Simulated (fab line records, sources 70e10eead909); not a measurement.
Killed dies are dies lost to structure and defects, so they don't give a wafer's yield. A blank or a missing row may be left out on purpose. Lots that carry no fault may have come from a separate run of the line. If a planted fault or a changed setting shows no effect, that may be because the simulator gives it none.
Chamber matching :: flow nand-harc :: NHARC_A_M1_PRE_CLEAN_32 on pecvd-01: 3 sister chambers
The step time 12 s. 3 wafers are shown with their chamber, then 9 later ones without.

## WAFERS PAIRED WITH THEIR CHAMBERS
wafer: L082.1
chamber: 1
heater-power-w (W): 649

wafer: L082.2
chamber: 2
heater-power-w (W): 550

wafer: L082.3
chamber: 0
heater-power-w (W): 751

## WAFERS MISSING THEIR CHAMBER
wafer: L086.1
heater-power-w (W): 672

wafer: L086.2
heater-power-w (W): 594

wafer: L086.5
heater-power-w (W): 661

wafer: L091.2
heater-power-w (W): 670

wafer: L091.3
heater-power-w (W): 533

wafer: L091.4
heater-power-w (W): 675

wafer: L096.1
heater-power-w (W): 671

wafer: L096.2
heater-power-w (W): 506

wafer: L096.5
heater-power-w (W): 729

## WHICH CHAMBER EACH WENT THROUGH
wafer: L086.1
from the rows above: 1
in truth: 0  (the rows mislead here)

wafer: L086.2
from the rows above: can't be placed: 2 or 1
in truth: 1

wafer: L086.5
from the rows above: 1
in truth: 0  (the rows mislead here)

wafer: L091.2
from the rows above: 1
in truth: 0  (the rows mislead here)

wafer: L091.3
from the rows above: 2
in truth: 2

wafer: L091.4
from the rows above: can't be placed: 1 or 0
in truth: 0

wafer: L096.1
from the rows above: 1
in truth: 1

wafer: L096.2
from the rows above: 2
in truth: 2

wafer: L096.5
from the rows above: 0
in truth: 0
Placed correctly: 4 of 9. Can't be placed from these rows: 2 (the true chamber is among the candidates in 2). Number placed wrongly: 3.
How it was worked out, from the rows above alone: a wafer's distance from a chamber is the root of the sum, over the readings, of the square of ((its reading less the chamber's mean) divided by the reading's scatter). If the next closest chamber is less than 2 further off than the closest, the wafer can't be placed; otherwise it belongs to the closest. The mean given for a chamber averages the wafers shown for that chamber. The scatter: root of mean squared gap, hidden wafer to nearest shown wafer, with one shown wafer a chamber.
